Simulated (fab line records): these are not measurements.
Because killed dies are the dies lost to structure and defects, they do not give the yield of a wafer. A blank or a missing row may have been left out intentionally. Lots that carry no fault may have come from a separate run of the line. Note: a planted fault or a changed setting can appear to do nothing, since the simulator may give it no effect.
A lot that was struck, set against a sound lot | flow nand harc | 39 steps out of a route of 1302
Sound: the wafers L585.3, L585.5, L585.6. Struck: wafer L583.4. (L583.1, L583.5 of the same lot were not struck and are left out.) The cause comes at the end.
Order at every step that has rows: each side's tool, ch and its chambers, its first start. Under that, the readings that differ: sound wafers | struck wafers | difference of the means | sigmas: that difference in standard deviations of wafers without a fault.
alike: a reading whose means differ by less than 2 such deviations, as well as words and numbers matching on both sides. not compared: withheld readings; readings where some wafer has no value; bounds like >300 that might hide an equal value; numbers whose values overlap and for which the record gives no deviation.
A row with sigmas, a row that says differs or no value, or rows on one side alone: a step with any of these is where the two part. Numbers that have no deviation but don't overlap get no sigmas and don't part them. A reading that every wafer of one side lacks parts them only if that side has two wafers or more.

first, 10 steps without rows for these wafers: NHARC_A_CHANNEL_HOLE_D1_DEP_00 (deposits aC, target thk 3100 nm); NHARC_A_CHANNEL_HOLE_D1_DEP_01 (deposits SiON, target thk 140 nm); NHARC_A_CHANNEL_HOLE_D1_DEHYDRATE_02 (time 120 s); NHARC_A_CHANNEL_HOLE_D1_HMDS_03 (time 30 s); NHARC_A_CHANNEL_HOLE_D1_COAT_36 (time 75 s); NHARC_A_CHANNEL_HOLE_D1_COAT_37 (time 65 s); NHARC_A_CHANNEL_HOLE_D1_COAT_04 (resist thk 90 nm); NHARC_A_CHANNEL_HOLE_D1_SOFTBAKE_05 (time 55 s); NHARC_A_CHANNEL_HOLE_D1_EBR_06; NHARC_A_CHANNEL_HOLE_D1_EXPOSE_07 (exposes mask HOLE D1, target cd 100 nm).
NHARC_A_CHANNEL_HOLE_D1_PEB_08: peb time 65 s.
  sound on litho track-04 ch 0, day 18 07:43; struck on litho track-01 ch 0, day 17 00:02
  reading                | sound             | struck | difference | sigmas
  resist line temp C (C) | 23.13 23.04 23.04 | 22.77  | -0.30      | -3
then, 1 step without rows for these wafers: NHARC_A_CHANNEL_HOLE_D1_DEVELOP_09 (develop time 35 s).
NHARC_A_CHANNEL_HOLE_D1_CD_MEAS_10: target cd 100 nm.
  sound on cd sem-03 ch 0, day 18 07:47; struck on cd sem-03 ch 0, day 17 00:07
  reading    | sound           | struck | difference | sigmas
  cd nm (nm) | 99.7 100.1 99.8 | 114.3  | +14.4      | +34
NHARC_A_CHANNEL_HOLE_D1_DESCUM_15: chemistry O2, time 3 s.
  sound on rie diel-10 ch 1,3, day 18 07:59; struck on rie diel-08 ch 0, day 17 00:18
  reading                            | sound                | struck | difference | sigmas
  showerhead plenum p Torr (Torr)    | 2.04 2.04 1.93       | 1.80   | -0.20      | -2
  throttle valve pct (%)             | 11.313 11.304 11.311 | 11.328 | +0.019     | +2
  model.A_CHANNEL_HOLE_D1.cd nm (nm) | 100 99.48 99.53      | 114.6  | +14.9      |
  alike: chamber pressure mTorr, drypump motor current A, oes product au, rf vpp V
  not compared: rf hours counter h
then, 4 steps without rows for these wafers: NHARC_A_CHANNEL_HOLE_D1_ETCH_38 (etches the open film in CF4, target depth 39 nm, time 65 s); NHARC_A_CHANNEL_HOLE_D1_ETCH_39 (etches the open film in N2/H2, target depth 260 nm, time 325 s); NHARC_A_CHANNEL_HOLE_D1_ETCH_34 (etches the open film in CF4/CHF3, target depth 154 nm, time 77 s); NHARC_A_CHANNEL_HOLE_D1_ETCH_16 (etches the open film in O2/COS, target depth 3100 nm, time 806 s).
NHARC_A_CHANNEL_HOLE_D1_CD_MEAS_18:
  struck on cd sem-03, day 17 01:25; sound on cd sem-02, day 18 09:18
  reading    | sound          | struck | difference | sigmas
  cd nm (nm) | 99.3 97.0 99.9 | 116.6  | +17.9      | +11
then, 12 steps without rows for these wafers: NHARC_A_CHANNEL_HOLE_D1_ETCH_19 (etches the open film in C4F8/O2/Ar, time 34.5 s); NHARC_A_CHANNEL_HOLE_D1_ETCH_20 (etches the open film in C4F8/O2/Ar, time 361.9 s, target depth 1600 nm); NHARC_A_CHANNEL_HOLE_D1_ETCH_21 (etches the open film in C4F8/O2/Ar, time 514.3 s, target depth 1600 nm); NHARC_A_CHANNEL_HOLE_D1_ETCH_22 (etches the open film in C4F8/O2/Ar, time 666.7 s, target depth 1600 nm); NHARC_A_CHANNEL_HOLE_D1_ETCH_23 (etches the open film in C4F8/O2/Ar, time 819 s, target depth 1600 nm); NHARC_A_CHANNEL_HOLE_D1_ETCH_24 (etches the open film in C4F8/O2/Ar, time 906.2 s, target depth 1500 nm); NHARC_A_CHANNEL_HOLE_D1_ETCH_25 (etches the open film in C4F8/O2/Ar, time 1040.2 s, target depth 1500 nm); NHARC_A_CHANNEL_HOLE_D1_ETCH_26 (etches the open film in C4F8/O2/Ar, time 224.1 s, target depth 300 nm); NHARC_A_CHANNEL_HOLE_D1_ETCH_33 (etches the open film in C4F8/O2/Ar, time 90 s, target depth 400 nm); NHARC_A_CHANNEL_HOLE_D1_STRIP_41 (strips in N2/H2); NHARC_A_CHANNEL_HOLE_D1_STRIP_42 (strips in CF4/CHF3); NHARC_A_CHANNEL_HOLE_D1_STRIP_43 (strips in O2/COS).
NHARC_A_CHANNEL_HOLE_D1_ETCH_44: etches the open film in CF4/O2, target depth 140 nm, overetch 14 nm, time 77 s.
  sound on rie diel-08 ch 0,2,3, day 18 14:05; struck on rie diel-08 ch 2, day 17 11:50
  reading                            | sound             | struck | difference | sigmas
  oes product au (a.u.)              | 1.001 0.996 1.005 | 0.987  | -0.014     | -2
  model.A_CHANNEL_HOLE_D1.cd nm (nm) | 89.09 88.72 89.55 | 106.1  | +17.0      |
  alike: chamber pressure mTorr, drypump motor current A, oes_o_777_au, rf vpp V, showerhead plenum p Torr, throttle valve pct
  not compared: rf hours counter h
then, 3 steps without rows for these wafers: NHARC_A_CHANNEL_HOLE_D1_STRIP_27 (strips in O2); NHARC_A_CHANNEL_HOLE_D1_PRECLEAN_28 (cleans in SC1); NHARC_A_CHANNEL_HOLE_D1_SRD_29.
NHARC_A_CHANNEL_HOLE_D1_CD_MEAS_30:
  struck on cd sem-02, day 17 12:37; sound on cd sem-03, day 18 14:52
  reading    | sound          | struck | difference | sigmas
  cd nm (nm) | 88.8 88.1 89.0 | 106.1  | +17.5      | +18
NHARC_A_CHANNEL_HOLE_D1_XSEM_31:
  sound on xsem-02 ch 0, day 18 14:58; struck on xsem-01 ch 0, day 17 12:43
  reading            | sound          | struck | difference | sigmas
  bot cd nm (nm)     | 73.5 71.9 73.2 | 90.7   | +17.8      | +16
  bow nm (nm)        | 8.31 8.31 8.38 | 8.88   | +0.55      | +2
  tilt deg (degrees) | 0.12 0.12 0.12 | 0.01   | -0.11      | -3
-- the record jumps here: 16 days lie between the struck wafers' starts before and after (it left off in module A_CHANNEL_HOLE_D1 and takes up again in module END, whose first step shown is number 1301 of the route) --
NHARC_END_WLT_00:
  struck on prober-01, day 33 14:08; sound on prober-02, day 34 13:45
  reading                           | sound             | struck | difference | sigmas
  VT_DECK1_BOTTOM                   | 0.851 0.861 0.854 | 0.904  | +0.049     | +6
  VT_DECK1_BOTTOM_INNER             | 0.856 0.857 0.854 | 0.904  | +0.048     | +6
  VT_DECK1_MEDIAN_NEAR_BOTTOM       | 0.862 0.859 0.870 | 0.911  | +0.047     | +6
  VT_DECK1_MEDIAN_NEAR_BOTTOM_INNER | 0.855 0.853 0.861 | 0.899  | +0.043     | +6
  VT_DECK1_MIDDLE                   | 0.871 0.869 0.876 | 0.909  | +0.037     | +5
  VT_DECK1_MIDDLE_INNER             | 0.862 0.865 0.873 | 0.910  | +0.043     | +6
  VT_DECK1_TOP                      | 0.882 0.889 0.897 | 0.928  | +0.039     | +5
  VT_DECK1_TOP_INNER                | 0.891 0.886 0.888 | 0.915  | +0.027     | +4
  alike: VT_DECK2_BOTTOM, VT_DECK2_BOTTOM_INNER, VT_DECK2_MEDIAN_NEAR_BOTTOM, VT_DECK2_MEDIAN_NEAR_BOTTOM_INNER, VT_DECK2_MIDDLE, VT_DECK2_MIDDLE_INNER, VT_DECK2_TOP, VT_DECK2_TOP_INNER
NHARC_END_SORT_01:
  here the record holds rows for the struck wafers (prober-01 ch 0, day 33 17:59) but none for the sound ones

## WHERE THEY PART
First at NHARC_A_CHANNEL_HOLE_D1_PEB_08; last, within this record, at NHARC_END_SORT_01.

WHY: what the simulator had put in
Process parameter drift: litho track-01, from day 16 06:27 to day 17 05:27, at NHARC_A_CHANNEL_HOLE_D1_PEB_08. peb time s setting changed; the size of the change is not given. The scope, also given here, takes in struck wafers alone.
